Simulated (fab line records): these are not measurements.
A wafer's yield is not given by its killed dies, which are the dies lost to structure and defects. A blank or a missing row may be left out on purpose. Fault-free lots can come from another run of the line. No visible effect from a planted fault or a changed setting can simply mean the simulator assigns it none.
Chamber matching -- flow nand-harc -- 4 sister chambers for NHARC_A_M1_ETCH_35 on rie-diel-02
The step etches the open film in N2/H2, target depth 40 nm, overetch 12 nm, time 43.94 s. 4 wafers are shown with their chamber, then 7 later ones without.

## WAFERS WITH THEIR CHAMBER
wafer,chamber,drypump-motor-current-A (A)
L279.5,2,5.2
L279.6,1,6.4
L280.2,0,5.8
L280.4,3,5.9

## WAFERS WITH NO CHAMBER GIVEN
wafer,drypump-motor-current-A (A)
L280.6,5.8
L281.1,6.4
L281.2,5.9
L281.4,5.2
L291.1,5.1
L291.2,6.4
L291.4,5.9

## EACH ONE'S CHAMBER
wafer,from the rows above,in truth
L280.6,0,0
L281.1,1,1
L281.2,3,3
L281.4,2,2
L291.1,2,2
L291.2,1,1
L291.4,3,3
Placed correctly: 7 of 7. Number that these rows cannot place: 0. Wrongly placed: 0.
How it was worked out, from the rows above alone: a wafer's distance from a chamber is the root of the sum, over the readings, of the square of ((its reading less the chamber's mean) divided by the reading's scatter). The wafer belongs to the nearest chamber; if the next one is less than 2 further off, it can't be placed. A chamber's mean is the mean of its shown wafers. The scatter (one wafer shown for each chamber): square how far every hidden wafer sits from the nearest shown wafer, average those squares and take the square root.
